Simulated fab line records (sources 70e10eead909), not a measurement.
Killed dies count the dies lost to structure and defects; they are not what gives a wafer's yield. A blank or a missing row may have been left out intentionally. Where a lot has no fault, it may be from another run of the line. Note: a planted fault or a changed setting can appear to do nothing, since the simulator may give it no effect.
Matching of chambers    flow nandHarc    4 sister chambers for NHARC_P_BONDPAD_ACTIVATE_29 on rieDiel-05
The step chemistry N2, time 60 s. 4 wafers are shown with their chamber, then 9 later ones without.

WAFERS WITH THEIR CHAMBER
wafer   chamber  drypumpMotorCurrentA (A)
L086.3  2        5.3
L090.3  0        6.5
L090.4  3        6.7
L090.5  1        5.2

WAFERS WHOSE CHAMBER IS MISSING
wafer   drypumpMotorCurrentA (A)
L090.1  5.2
L090.2  5.3
L090.6  6.5
L091.1  6.6
L091.2  5.2
L091.5  6.5
L092.1  6.5
L092.5  6.5
L092.6  5.2

THE CHAMBER EACH PASSED THROUGH
wafer   from the rows above      in truth
L090.1  1                        1
L090.2  2                        2
L090.6  0                        0
L091.1  can't be placed: 0 or 3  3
L091.2  1                        1
L091.5  0                        0
L092.1  0                        0
L092.5  0                        0
L092.6  1                        1
Placed correctly: 8 of 9. From these rows, 1 cannot be placed; in 1 the true chamber is one of the candidates. 0 placed wrongly.
How it was worked out, from the rows above alone: a wafer's distance from a chamber is the root of the sum, over the readings, of the square of ((its reading less the chamber's mean) divided by the reading's scatter). If the next closest chamber is less than 2 further off than the closest, the wafer can't be placed; otherwise it belongs to the closest. The mean given for a chamber averages the wafers shown for that chamber. The scatter: with one shown wafer a chamber, the root of the mean of the squares of how far each hidden wafer lies from its nearest shown one.
